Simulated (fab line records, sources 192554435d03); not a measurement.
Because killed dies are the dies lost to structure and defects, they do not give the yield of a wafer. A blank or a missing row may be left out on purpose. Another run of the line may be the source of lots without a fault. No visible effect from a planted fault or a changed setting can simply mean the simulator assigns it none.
fab line records	flow n5Finfet
record lots=12	wafers=34	lastDay=18
route steps=1938 shown BEOL_M7@1330 BEOL_M8@1336 PASSIVATION@1936
lots with no fault: from the same line, run without faults
startH: start of the lot's first displayed wafer, in hours after the record's first day	waitH: time in hours since the lot's previous step	" as in the row above	L1.1+2: a single row standing in for several wafers	- no value present, or no start provided	* or withheld: withheld	< > ~ a bound
route shown NAME@n: names a module that has steps shown in the file, with the first one's number in the route	usual: mean/standard deviation taken from wafers without a fault	same: alike in all rows	chamber/n: place in a boat	sites: readings site by site	_std_site: the values' standard deviation	_edge_site: the outer-site mean with the inner-site mean subtracted	radiusMm: how far each site lies from the wafer's centre	mask NAME#n: copy n	behind: the last tool/chamber to shape the wafer	hold: the reason the lot was held/the length of the hold in hours/how it ended	device: transistor that didn't switch, given as n, p or np	end of line: tests run on the same wafers once the route is complete	a step without rows: its recipe alone	killed: count of dies lost to structure and defects at first sort (not the wafer's yield)	map: a wafer's dies, x killed, . not, _ none there
set.NAME: the setting as run; set.NAME@STEP: as run at that earlier step	model.NAME: the simulator's own value behind a step, which no gauge read
the route's steps for a sample of lots (tables are steps, rows are wafers)
services: when a tool's chamber went out of use (startH, in hours from the record's first day, below 0 if earlier), for how many hours, and the reason
## steps
# step N5_BEOL_M7_RS_MEAS_57
# recipe thkMeasGauge=four-point-probe	reads=Cu_of_BEOL_M7_ECD_50+Co_of_BEOL_M7_CVD_78+TaN_of_BEOL_M7_ALD_77
# usual M7_RS=0.290/0.0094
lot.wafer	tool	chamber	startH	waitH	M7_RS[ohm/sq]
L783.1	filmMetro-01	-	198.44	0.1	0.282
L783.5	"	-	"	"	0.280
L784.4	filmMetro-02	-	203.02	0.0	0.281
L784.5	"	-	"	"	0.305
L784.6	"	-	"	"	0.304
L785.2	filmMetro-02	-	207.90	0.1	0.295
L785.3	"	-	"	"	0.289
L785.4	"	-	"	"	0.303
L786.1	filmMetro-01	-	213.94	0.1	0.284
L786.2	"	-	"	"	0.282
L786.4	"	-	"	"	0.311
L790.2	filmMetro-01	-	235.65	0.1	0.286
L790.3	"	-	"	"	0.306
L790.5	"	-	"	"	0.280
L791.3	filmMetro-01	-	246.68	0.1	0.286
L791.4	"	-	"	"	0.306
L791.5	"	-	"	"	0.285
L792.2	filmMetro-01	-	253.29	0.1	0.274
L792.5	"	-	"	"	0.275
L792.6	"	-	"	"	0.286
L793.2	filmMetro-01	-	254.70	0.1	0.283
L793.3	"	-	"	"	0.282
L793.6	"	-	"	"	0.284
L801.1	filmMetro-01	-	312.76	0.1	0.297
L801.3	"	-	"	"	0.282
L803.1	filmMetro-02	-	314.82	0.1	0.304
L803.5	"	-	"	"	0.288
L803.6	"	-	"	"	0.291
L804.2	filmMetro-02	-	325.13	0.1	0.292
L804.3	"	-	"	"	0.283
L804.4	"	-	"	"	0.285
L806.3	filmMetro-01	-	349.78	0.1	0.294
L806.5	"	-	"	"	0.280
L806.6	"	-	"	"	0.295
# step N5_BEOL_M8_HM_DEP_02
# recipe material=TiN	targetThkA=200	tempC=25	chamberPressurePa=0.49996
# usual throttleValvePct=30.2/1.1
lot.wafer	tool	chamber	startH	waitH	throttleValvePct
L783.1	pvdSputter-01	-	200.69	1.5	28.5
L783.5	"	-	"	"	31.0
L784.4	pvdSputter-03	-	204.36	0.6	31.4
L784.5	"	-	"	"	29.6
L784.6	"	-	"	"	31.0
L785.2	pvdSputter-01	-	211.32	2.7	31.0
L785.3	"	-	"	"	28.9
L785.4	"	-	"	"	31.3
L786.1	pvdSputter-02	-	215.37	0.4	31.0
L786.2	"	-	"	"	31.1
L786.4	"	-	"	"	29.7
L790.2	pvdSputter-01	-	238.20	1.9	29.0
L790.3	"	-	"	"	31.1
L790.5	"	-	"	"	29.8
L791.3	pvdSputter-02	-	248.18	0.8	30.0
L791.4	"	-	"	"	31.1
L791.5	"	-	"	"	31.1
L792.2	pvdSputter-01	-	255.79	1.8	30.9
L792.5	"	-	"	"	31.1
L792.6	"	-	"	"	30.0
L793.2	pvdSputter-01	-	256.09	0.7	31.5
L793.3	"	-	"	"	30.0
L793.6	"	-	"	"	31.6
L801.1	pvdSputter-03	-	313.97	0.5	30.4
L801.3	"	-	"	"	29.8
L803.1	pvdSputter-01	-	316.93	1.1	31.1
L803.5	"	-	"	"	28.8
L803.6	"	-	"	"	31.7
L804.2	pvdSputter-02	-	329.38	3.6	29.7
L804.3	"	-	"	"	27.5
L804.4	"	-	"	"	27.8
L806.3	pvdSputter-01	-	351.43	1.0	30.0
L806.5	"	-	"	"	29.7
L806.6	"	-	"	"	31.7
# step N5_BEOL_M8_EXPOSE_08
# recipe maskId=M8	na=1.35	sourceShape=dipole	sigmaInner=0.817	sigmaOuter=0.97	polarization=te	doseMj=68.25
# same sigmaOuter=0.97
lot.wafer	tool	chamber	startH	waitH	mask
L783.1+5	arfiScanner-03	0	200.93	-	M8#0
L784.4+5+6	arfiScanner-03	0	204.63	-	M8#0
L785.2+3+4	arfiScanner-01	0	211.70	-	M8#0
L786.1+2+4	arfiScanner-01	0	215.62	-	M8#0
L790.2+3+5	arfiScanner-01	0	238.58	-	M8#0
L791.3+4+5	arfiScanner-01	0	248.44	-	M8#0
L792.2+5+6	arfiScanner-02	0	256.16	-	M8#0
L793.2+3+6	arfiScanner-02	0	256.34	-	M8#0
L801.1+3	arfiScanner-02	0	314.34	-	M8#0
L803.1+5+6	arfiScanner-03	0	317.30	-	M8#0
L804.2+3+4	arfiScanner-03	0	329.63	-	M8#0
L806.3+5+6	arfiScanner-03	0	351.81	-	M8#0
# step N5_BEOL_M8_OVL_MEAS_12
# recipe pointsPerWafer=44
# usual M8_OVL=-0.3/0.79
lot.wafer	tool	chamber	startH	waitH	M8_OVL[nm]
L783.1	overlay-01	0	201.09	0.0	-0.4
L783.5	"	0	"	"	-1.4
L784.4	overlay-02	0	204.77	0.0	-0.2
L784.5	"	0	"	"	-0.4
L784.6	"	0	"	"	-0.3
L785.2	overlay-02	0	211.85	0.0	-0.7
L785.3	"	0	"	"	-0.5
L785.4	"	0	"	"	0.4
L786.1	overlay-01	0	215.77	0.0	-0.7
L786.2	"	0	"	"	-1.2
L786.4	"	0	"	"	-1.4
L790.2	overlay-01	0	238.73	0.0	18.8
L790.3	"	0	"	"	20.0
L790.5	"	0	"	"	19.9
L791.3	overlay-02	0	248.59	0.0	19.3
L791.4	"	0	"	"	18.2
L791.5	"	0	"	"	17.6
L792.2	overlay-02	0	256.31	0.0	-1.4
L792.5	"	0	"	"	-0.6
L792.6	"	0	"	"	-1.0
L793.2	overlay-02	0	256.49	0.0	-1.0
L793.3	"	0	"	"	-0.7
L793.6	"	0	"	"	0.0
L801.1	overlay-02	0	314.50	0.0	1.0
L801.3	"	0	"	"	1.6
L803.1	overlay-01	0	317.46	0.0	-0.5
L803.5	"	0	"	"	-1.2
L803.6	"	0	"	"	-1.4
L804.2	overlay-02	0	329.80	0.0	-0.4
L804.3	"	0	"	"	0.3
L804.4	"	0	"	"	-0.8
L806.3	overlay-01	0	351.96	0.0	-1.2
L806.5	"	0	"	"	-0.7
L806.6	"	0	"	"	-0.8
# step N5_BEOL_M8_DESCUM_16
# recipe chemistry=O2	timeS=7.9	sourcePowerW=50	biasPowerW=20	pressureMtorr=20	rfFrequencyHz=2.712e+07	tempC=40	resist=CAR-ArF	o2FlowSccm=225
# usual drypumpMotorCurrentA=5.8/0.59	o2FlowSccm=225.1/0.67	oesProductAu=0.80/0.081	rfVppV=242.7/1.3	showerheadPlenumPTorr=2.06/0.064	tempC=40.00/0.1	throttleValvePct=20.36/0.26
lot.wafer	tool	chamber	startH	waitH	drypumpMotorCurrentA	o2FlowSccm	oesProductAu	rfHoursCounterH	rfVppV	showerheadPlenumPTorr	tempC	throttleValvePct
L783.1	rieDiel-05	2	201.15	0.0	6.6	224.9	0.70	215	243.8	2.09	40.04	20.67
L783.5	"	3	"	"	4.9	225.6	0.83	-	239.9	2.05	39.97	20.00
L784.4	rieDiel-05	1	204.84	0.0	6.4	224.6	0.89	46	242.4	2.05	39.77	20.29
L784.5	"	1	"	"	6.4	225.3	0.90	-	241.3	2.05	39.87	20.28
L784.6	"	2	"	"	6.6	224.1	0.69	-	242.4	2.09	40.03	20.66
L785.2	rieDiel-06	1	211.91	0.0	5.9	225.8	0.94	12	244.8	2.24	39.89	20.12
L785.3	"	0	"	"	4.9	224.5	0.69	226	241.7	1.98	39.94	20.89
L785.4	"	0	"	"	4.9	225.1	0.69	-	241.5	1.98	40.01	20.90
L786.1	rieDiel-02	0	215.98	0.2	5.0	225.0	0.87	59	242.0	2.06	39.95	20.42
L786.2	"	1	"	"	5.5	225.7	0.85	48	242.5	2.04	39.85	19.92
L786.4	"	2	"	"	6.3	224.3	0.78	104	242.5	2.03	39.88	20.48
L790.2	rieDiel-05	3	239.17	0.4	4.9	224.3	0.81	64	243.4	2.04	40.02	20.01
L790.3	"	0	"	"	6.0	225.3	0.76	154	242.4	2.00	40.11	20.24
L790.5	"	3	"	"	4.9	225.5	0.81	-	242.5	2.04	40.00	20.02
L791.3	rieDiel-02	1	248.65	0.0	5.5	224.7	0.82	61	242.5	2.04	40.06	19.94
L791.4	"	3	"	"	5.9	225.8	0.68	246	243.9	2.05	39.97	20.63
L791.5	"	0	"	"	5.0	225.7	0.85	-	242.3	2.05	39.91	20.44
L792.2	rieDiel-05	2	256.37	0.0	6.6	224.8	0.69	232	244.1	2.08	39.86	20.69
L792.5	"	3	"	"	4.9	225.3	0.80	-	243.3	2.04	39.89	20.02
L792.6	"	0	"	"	6.0	225.7	0.74	-	241.9	2.00	39.92	20.25
L793.2	rieDiel-06	2	256.55	0.0	6.2	224.2	0.88	54	243.2	2.05	39.98	20.46
L793.3	"	0	"	"	4.9	225.1	0.69	240	240.4	1.97	39.93	20.91
L793.6	"	1	"	"	5.9	223.3	0.91	-	244.3	2.23	39.95	20.14
L801.1	rieDiel-06	3	314.56	0.0	6.5	225.6	0.69	231	243.5	2.15	40.02	20.72
L801.3	"	1	"	"	5.9	225.6	0.88	53	244.2	2.22	40.00	20.18
L803.1	rieDiel-06	1	317.63	0.2	5.9	224.7	0.86	54	246.5	2.22	40.01	20.15
L803.5	"	2	"	"	6.2	224.8	0.84	-	240.1	2.04	39.99	20.49
L803.6	"	1	"	"	5.9	224.6	0.88	-	245.0	2.22	40.14	20.16
L804.2	rieDiel-05	1	329.88	0.0	6.3	224.7	0.83	90	243.1	2.03	39.90	20.38
L804.3	"	0	"	"	6.0	225.9	0.74	181	240.7	1.99	39.90	20.28
L804.4	"	0	"	"	6.0	224.6	0.73	-	241.8	1.99	39.79	20.28
L806.3	rieDiel-05	2	352.86	0.9	6.6	224.8	0.95	8	241.9	2.07	39.95	20.31
L806.5	"	2	"	"	6.6	225.0	0.96	-	242.5	2.07	39.95	20.31
L806.6	"	1	"	"	6.4	224.5	0.83	-	242.9	2.03	40.12	20.38
# step N5_PASSIVATION_PROBE_49
# usual defectLimitedYield=90.9/1.5	killed_at_M0_to_M3=36/10	killed_at_M4_up=13/5.5	killedAtContacts=12/5.6	killedAtFrontEnd=42/12	killedAtOther=4/3.2	killedDies=108/18	killedOpen=71/13	killedShort=34/7.8	sort_bin_5_function=5.4/1	sort_bin_6_memory=3.4/0.68	sortNPass=1072/18	sortYieldPct=90.9/1.5
# same grossDies=1180	killedAtBackSide=0	sort_bin_4_leakage[%]=0	sort_bin_8_speed[%]=0
lot.wafer	tool	chamber	startH	waitH	defectLimitedYield[%]	killed_at_M0_to_M3	killed_at_M4_up	killedAtContacts	killedAtFrontEnd	killedAtOther	killedDies	killedOpen	killedShort	sort_bin_5_function[%]	sort_bin_6_memory[%]	sortNPass	sortYieldPct[%]
L783.1	prober-02	-	271.95	0.0	90.2	32	16	18	46	4	116	65	48	6.0	3.5	1064	90.2
L783.5	prober-02	-	272.15	0.2	90.6	39	15	16	33	8	111	72	37	5.0	4.0	1069	90.6
L790.2	prober-01	-	313.49	0.1	89.4	36	30	13	46	0	125	79	41	5.2	4.7	1055	89.4
L790.3	prober-01	-	313.54	0.1	87.9	46	27	17	52	1	143	94	44	7.2	4.4	1037	87.9
L790.5	prober-01	-	313.64	0.2	90.0	39	37	12	30	0	118	62	30	5.3	2.7	1062	90.0
L791.5	prober-01	-	320.35	0.2	91.9	25	8	10	53	0	96	53	38	5.0	2.6	1084	91.9
# killed by level:class
L783.1 BEOL_M0_SAQP:geometricParticle:short=15 STI_FIN_REVEAL:geometricParticle:open=14 MOL_CONTACT_COAG:geometricParticle:open=12 BEOL_M4:geometricParticle:open=10 FIN_SAQP:geometricParticle:short=6 MOL_CONTACT_COAG:geometricParticle:short=5 STI_FIN_REVEAL:geometricParticle:short=4 BEOL_M1:geometricParticle:open=4
L783.5 MOL_CONTACT_COAG:geometricParticle:open=14 BEOL_M0_SAQP:geometricParticle:short=9 STI_FIN_REVEAL:geometricParticle:open=7 BEOL_M3:geometricParticle:short=7 BEOL_M0_SAQP:geometricParticle:open=6 BEOL_M4:geometricParticle:open=6 BEOL_M2:geometricParticle:open=5 GATE_CUT:geometricParticle:open=4
L790.2 STI_FIN_REVEAL:geometricParticle:open=16 BEOL_M4:geometricParticle:open=16 MOL_CONTACT_COAG:geometricParticle:open=10 BEOL_M0_SAQP:geometricParticle:short=9 BEOL_M0_SAQP:geometricParticle:open=6 BEOL_M1:geometricParticle:open=6 BEOL_M3:geometricParticle:open=6 FIN_SAQP:geometricParticle:short=5
L790.3 BEOL_M0_SAQP:geometricParticle:short=16 MOL_CONTACT_COAG:geometricParticle:open=15 STI_FIN_REVEAL:geometricParticle:open=14 BEOL_M0_SAQP:geometricParticle:open=11 BEOL_M4:geometricParticle:open=9 GATE_CUT:geometricParticle:short=8 BEOL_M2:geometricParticle:open=7 FIN_SAQP:geometricParticle:open=6
L790.5 BEOL_M8:overlay=19 BEOL_M0_SAQP:geometricParticle:short=12 MOL_CONTACT_COAG:geometricParticle:open=9 BEOL_M4:geometricParticle:open=9 BEOL_M0_SAQP:geometricParticle:open=8 BEOL_M2:geometricParticle:open=7 BEOL_M3:geometricParticle:open=6 HKMG_FIN:areaEtch=6
L791.5 FIN_SAQP:geometricParticle:open=17 FIN_SAQP:geometricParticle:short=12 BEOL_M2:geometricParticle:open=9 MOL_CONTACT_COAG:geometricParticle:open=5 MOL_CONTACT_COAG:geometricParticle:short=5 GATE_CUT:geometricParticle:short=4 BEOL_M0_SAQP:geometricParticle:short=4 BEOL_M3:geometricParticle:open=4
## services
tool	chamber	startH	hours	kind
arfiScanner-01	-	183.17	4.9	pm
rieDiel-06	2	197.89	1.5	repair
rieDiel-02	1	198.27	1.6	repair
arfiScanner-02	-	202.62	1.3	pm
arfiScanner-03	-	205.80	6.0	pm
rieDiel-06	0	220.63	6.6	repair
arfiScanner-02	-	229.76	0.5	repair
arfiScanner-01	-	234.10	1.3	pm
arfiScanner-03	-	254.97	1.0	pm
rieDiel-05	0	258.19	9.4	repair
arfiScanner-03	-	268.13	3.1	pm
arfiScanner-01	-	268.76	0.8	pm
pvdSputter-02	-	279.52	3.8	repair
arfiScanner-01	-	280.44	0.9	repair
arfiScanner-03	-	300.80	1.3	pm
arfiScanner-02	-	301.11	0.8	pm
arfiScanner-01	-	302.83	1.0	pm
rieDiel-05	0	307.30	4.3	repair
pvdSputter-01	-	320.04	19.6	repair
arfiScanner-02	-	326.07	1.0	pm
arfiScanner-03	-	327.32	0.8	pm
arfiScanner-02	-	328.12	1.3	pm
rieDiel-06	3	328.29	2.5	repair
arfiScanner-01	-	345.19	1.0	pm
## key
firstSign step=N5_BEOL_M8_OVL_MEAS_12	reading=M8_OVL	direction=up	sigmas=24	usual=-0.3	struck=19.0
effect step=N5_PASSIVATION_PROBE_49	reading=killed_at_M4_up	direction=up	sigmas=2.2	usual=13	struck=26	wafersMoved=2
metAt N5_BEOL_M8_EXPOSE_08
struckLots L790,L791
rowsEnd L791.3,L791.4
notActingAt N5_BEOL_M7_RS_MEAS_57,N5_BEOL_M8_HM_DEP_02,N5_BEOL_M8_DESCUM_16
onsetBetween 215.62 238.58
fault kind=scannerMatchingOverlay	tool=arfiScanner-01	chamber=-	onsetH=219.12	steps=N5_BEOL_M8_EXPOSE_08	offset=18.576
# rowsEnd: these wafers met a further fault down the route, and their rows from its step on are left out
